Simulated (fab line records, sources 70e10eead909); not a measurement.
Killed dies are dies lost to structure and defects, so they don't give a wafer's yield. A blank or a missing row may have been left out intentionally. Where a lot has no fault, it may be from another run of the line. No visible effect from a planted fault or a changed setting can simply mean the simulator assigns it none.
Which tool did it? + flow nandHarc + Sampling: 12 lots, 36 wafers, 6 of 1159 route steps

WHAT EACH GAUGE READ, for each wafer
NHARC_P_CONTACT_CD_MEAS_12 targets a cd of 90 nm. Usual: cdNm 89.3 nm, standard deviation 0.92.
| lot  | measured     | on       | cdNm (nm)      | flag |
|------|--------------|----------|----------------|------|
| L192 | day 5 21:14  | cdSem-01 | 89.6 88.4 87.7 |      |
| L193 | day 6 03:26  | cdSem-03 | 87.8 88.6 89.9 |      |
| L194 | day 6 06:19  | cdSem-03 | 88.5 88.6 89.8 |      |
| L196 | day 6 22:34  | cdSem-02 | 89.7 89.7 89.7 |      |
| L198 | day 7 07:49  | cdSem-01 | 89.4 90.6 90.2 |      |
| L197 | day 7 08:33  | cdSem-01 | 90.0 91.1 89.7 |      |
| L200 | day 7 18:17  | cdSem-01 | 93.5 92.5 92.1 | OFF  |
| L203 | day 8 17:25  | cdSem-01 | 88.3 89.6 88.9 |      |
| L208 | day 9 20:50  | cdSem-03 | 89.5 88.8 89.3 |      |
| L209 | day 10 01:21 | cdSem-02 | 91.1 89.5 90.3 |      |
| L213 | day 10 21:19 | cdSem-03 | 89.5 87.6 88.9 |      |
| L214 | day 11 08:45 | cdSem-03 | 90.2 91.1 90.6 |      |

NHARC_END_SORT_01. Usual: killedAtArray 26, standard deviation 9.1; killedAtOther 0.7, standard deviation 0.9; killedAtPeriphery 3.6, standard deviation 2.8; killedDies 30, standard deviation 9.2; killedOpen 3.0, standard deviation 1.9; killedShort 2.0, standard deviation 1.4.
| lot  | measured     | on        | killedAtArray | killedAtOther | killedAtPeriphery | killedDies | killedOpen | killedShort | flag |
|------|--------------|-----------|---------------|---------------|-------------------|------------|------------|-------------|------|
| L192 | day 19 13:20 | prober-01 | 22 24 33      | 1 0 0         | 1 5 5             | 24 29 38   | 2 6 2      | 2 4 4       |      |
| L193 | day 20 12:47 | prober-01 | 25 18 23      | 0 0 0         | 5 7 6             | 30 25 29   | 4 2 0      | 3 2 3       |      |
| L194 | day 20 04:08 | prober-01 | 28 31 22      | 0 1 0         | 2 5 2             | 30 37 24   | 2 9 2      | 1 4 0       |      |
| L196 | day 20 07:07 | prober-02 | 14 19 12      | 0 1 0         | 3 3 3             | 17 23 15   | 3 5 2      | 2 3 0       |      |
| L198 | day 21 01:43 | prober-02 | 23 21 23      | 1 3 5         | 2 1 6             | 26 25 34   | 4 3 3      | 3 0 2       |      |
| L197 | day 21 01:45 | prober-01 | 16 9 14       | 2 2 1         | 3 4 2             | 21 15 17   | 0 0 3      | 2 1 0       |      |
| L200 | day 21 09:32 | prober-02 | 20 23 24      | 1 0 1         | 0 0 3             | 21 23 28   | 0 2 0      | 0 2 2       |      |
| L203 | day 22 22:05 | prober-01 | 18 13 20      | 0 1 0         | 0 4 5             | 18 18 25   | 3 1 4      | 1 2 2       |      |
| L208 | day 24 01:55 | prober-02 | 29 32 36      | 1 1 0         | 0 2 4             | 30 35 40   | 3 2 4      | 1 4 2       |      |
| L209 | day 24 09:38 | prober-02 | 29 25 28      | 0 0 1         | 4 0 2             | 33 25 31   | 5 3 3      | 4 0 2       |      |
| L213 | day 25 01:19 | prober-02 | 19 19 22      | 1 0 1         | 9 9 13            | 29 28 36   | 5 3 2      | 1 0 2       |      |
| L214 | day 25 10:38 | prober-02 | 44 24 27      | 1 0 0         | 3 6 0             | 48 30 27   | 4 2 3      | 5 4 0       |      |

TOOL THAT RAN EACH LOT (tool first, then ch and the chambers of the sampled wafers, then the start)
| lot  | NHARC_P_GATE_STRIP_113              | NHARC_P_GATE_RTA_80             | NHARC_P_CONTACT_EXPOSE_09         | NHARC_P_CONTACT_ETCH_18                      |
|------|-------------------------------------|---------------------------------|-----------------------------------|----------------------------------------------|
| L192 | plasmaAsher-02 ch 0,1, day 5 17:13  | rtpAnneal-02 ch 0, day 5 19:01  | arfiScanner-03 ch 0, day 5 21:06  | rieDiel-07 ch 1,2,3, day 19 13:20 or earlier |
| L193 | plasmaAsher-02 ch 0,1, day 5 23:12  | rtpAnneal-01 ch 0, day 6 01:05  | arfiScanner-02 ch 0, day 6 03:17  | rieDiel-07 ch 0,1, day 20 12:47 or earlier   |
| L194 | plasmaAsher-01 ch 0,1, day 6 02:02  | rtpAnneal-02 ch 0, day 6 03:55  | arfiScanner-03 ch 0, day 6 06:11  | rieDiel-07 ch 0,3, day 20 04:08 or earlier   |
| L196 | plasmaAsher-01 ch 0, day 6 17:20    | rtpAnneal-01 ch 0, day 6 19:16  | arfiScanner-01 ch 0, day 6 22:26  | rieDiel-03 ch 0,2, day 20 07:07 or earlier   |
| L198 | plasmaAsher-01 ch 0,1, day 7 03:29  | rtpAnneal-02 ch 0, day 7 05:32  | arfiScanner-02 ch 0, day 7 07:40  | rieDiel-07 ch 2,3, day 21 01:43 or earlier   |
| L197 | plasmaAsher-02 ch 0,1, day 7 04:24  | rtpAnneal-02 ch 0, day 7 06:17  | arfiScanner-03 ch 0, day 7 08:25  | rieDiel-01 ch 1,2,3, day 21 01:45 or earlier |
| L200 | plasmaAsher-01 ch 0,1, day 7 14:15  | rtpAnneal-02 ch 0, day 7 16:08  | arfiScanner-03 ch 0, day 7 18:08  | rieDiel-07 ch 0,1, day 21 09:32 or earlier   |
| L203 | plasmaAsher-02 ch 0,1, day 8 12:57  | rtpAnneal-02 ch 0, day 8 14:50  | arfiScanner-03 ch 0, day 8 17:17  | rieDiel-07 ch 0,1,3, day 22 22:05 or earlier |
| L208 | plasmaAsher-02 ch 0,1, day 9 16:40  | rtpAnneal-01 ch 0, day 9 18:33  | arfiScanner-03 ch 0, day 9 20:42  | rieDiel-03 ch 1,2,3, day 24 01:55 or earlier |
| L209 | plasmaAsher-01 ch 0,1, day 9 21:17  | rtpAnneal-01 ch 0, day 9 23:11  | arfiScanner-03 ch 0, day 10 01:12 | rieDiel-07 ch 1,2, day 24 09:38 or earlier   |
| L213 | plasmaAsher-02 ch 0,1, day 10 17:16 | rtpAnneal-02 ch 0, day 10 19:09 | arfiScanner-01 ch 0, day 10 21:11 | rieDiel-07 ch 1,2,3, day 25 01:19 or earlier |
| L214 | plasmaAsher-02 ch 0,1, day 11 04:46 | rtpAnneal-02 ch 0, day 11 06:28 | arfiScanner-03 ch 0, day 11 08:37 | rieDiel-03 ch 0,2,3, day 25 10:38 or earlier |
- NHARC_P_GATE_STRIP_113: strips in N2/H2, time 740 s.
- NHARC_P_GATE_RTA_80: time 30 s.
- NHARC_P_CONTACT_EXPOSE_09: exposes mask P CA, target cd 90 nm.
- NHARC_P_CONTACT_ETCH_18: etches the open film in C4F8/O2/Ar, target depth 481 nm, time 240.5 s.

AS READ BY THE TOOLS THEMSELVES (means over the sampled wafers that have a number; for cases with no such wafer, the mark the record gives instead)
NHARC_P_GATE_STRIP_113. Usual: drypumpMotorCurrentA 5.8 A, standard deviation 0.39; heaterPowerW 80.2 W, standard deviation 1.5; tempC 110.02 C, standard deviation 0.14.
| lot  | tool           | drypumpMotorCurrentA (A) | heaterPowerW (W) | tempC (C) | flag |
|------|----------------|--------------------------|------------------|-----------|------|
| L192 | plasmaAsher-02 | 6.0                      | 79.2             | 110.01    |      |
| L193 | plasmaAsher-02 | 6.0                      | 79.0             | 110.03    |      |
| L194 | plasmaAsher-01 | 5.6                      | 80.9             | 110.01    |      |
| L196 | plasmaAsher-01 | 5.9                      | 80.3             | 109.87    |      |
| L198 | plasmaAsher-01 | 5.8                      | 81.0             | 109.90    |      |
| L197 | plasmaAsher-02 | 5.6                      | 79.4             | 109.98    |      |
| L200 | plasmaAsher-01 | 5.8                      | 80.7             | 110.10    |      |
| L203 | plasmaAsher-02 | 6.0                      | 79.9             | 110.11    |      |
| L208 | plasmaAsher-02 | 6.0                      | 80.5             | 110.10    |      |
| L209 | plasmaAsher-01 | 5.8                      | 79.7             | 109.96    |      |
| L213 | plasmaAsher-02 | 6.0                      | 80.2             | 109.85    |      |
| L214 | plasmaAsher-02 | 6.0                      | 79.5             | 110.18    |      |

NHARC_P_GATE_RTA_80. Usual: wafer_temp_C_max 301.13, standard deviation 0.3.
| lot  | tool         | wafer_temp_C_max | flag |
|------|--------------|------------------|------|
| L192 | rtpAnneal-02 | 301.40           |      |
| L193 | rtpAnneal-01 | 301.05           |      |
| L194 | rtpAnneal-02 | 301.32           |      |
| L196 | rtpAnneal-01 | 301.16           |      |
| L198 | rtpAnneal-02 | 300.96           |      |
| L197 | rtpAnneal-02 | 300.94           |      |
| L200 | rtpAnneal-02 | 301.42           |      |
| L203 | rtpAnneal-02 | 301.12           |      |
| L208 | rtpAnneal-01 | 301.18           |      |
| L209 | rtpAnneal-01 | 300.71           |      |
| L213 | rtpAnneal-02 | 301.18           |      |
| L214 | rtpAnneal-02 | 301.51           |      |

NHARC_P_CONTACT_EXPOSE_09. Usual: exposureDoseMJCm2 81.20, standard deviation 0.092.
| lot  | tool           | exposureDoseMJCm2 | flag |
|------|----------------|-------------------|------|
| L192 | arfiScanner-03 | 81.31             |      |
| L193 | arfiScanner-02 | 81.14             |      |
| L194 | arfiScanner-03 | 81.26             |      |
| L196 | arfiScanner-01 | 81.22             |      |
| L198 | arfiScanner-02 | 81.15             |      |
| L197 | arfiScanner-03 | 81.24             |      |
| L200 | arfiScanner-03 | 81.31             |      |
| L203 | arfiScanner-03 | 81.19             |      |
| L208 | arfiScanner-03 | 81.16             |      |
| L209 | arfiScanner-03 | 81.10             |      |
| L213 | arfiScanner-01 | 81.20             |      |
| L214 | arfiScanner-03 | 81.15             |      |

NHARC_P_CONTACT_ETCH_18. Usual: biasW 1501 W, standard deviation 4.2; oesProductAu 0.960 a.u., standard deviation 0.016; rfVppV 976 V, standard deviation 5.3.
| lot  | tool       | biasW (W) | oesProductAu (a.u.) | rfVppV (V) | flag |
|------|------------|-----------|---------------------|------------|------|
| L192 | rieDiel-07 | 1500      | 0.967               | 977        |      |
| L193 | rieDiel-07 | 1503      | 0.952               | 980        |      |
| L194 | rieDiel-07 | 1497      | 0.944               | 972        |      |
| L196 | rieDiel-03 | 1500      | 0.942               | 977        |      |
| L198 | rieDiel-07 | 1506      | 0.975               | 975        |      |
| L197 | rieDiel-01 | 1502      | 0.976               | 978        |      |
| L200 | rieDiel-07 | 1501      | 0.947               | 973        |      |
| L203 | rieDiel-07 | 1500      | 0.968               | 977        |      |
| L208 | rieDiel-03 | 1502      | 0.968               | 978        |      |
| L209 | rieDiel-07 | 1500      | 0.971               | 976        |      |
| L213 | rieDiel-07 | 1500      | 0.974               | 977        |      |
| L214 | rieDiel-03 | 1503      | 0.934               | 978        |      |

THE ANSWER, worked out from the rows above alone
Rule: take the mean of a lot's wafers that have a number; if it is more than 3 standard deviations from the usual mean, the lot is off. Also off: a lot with no number at a reading for which 4 or more lots have one. Where the step has rows for the other lots, those lots are counted as sound. The gauges are gone through in route order, then the tools' own readings, and for those a lot's mean is taken as printed above. At the first step where some lot is off, the reading lying furthest off is the one used; lots without a number count as furthest.
Off: L200, at NHARC_P_CONTACT_CD_MEAS_12 (cdNm).
A tool fits if, at a process step before that reading, it ran every lot that is off, and no sound lot after the first of them. The gauges at NHARC_P_CONTACT_CD_MEAS_12 are tried like those tools. None of those tried fits.

WHAT THE SIMULATOR HAD PUT IN
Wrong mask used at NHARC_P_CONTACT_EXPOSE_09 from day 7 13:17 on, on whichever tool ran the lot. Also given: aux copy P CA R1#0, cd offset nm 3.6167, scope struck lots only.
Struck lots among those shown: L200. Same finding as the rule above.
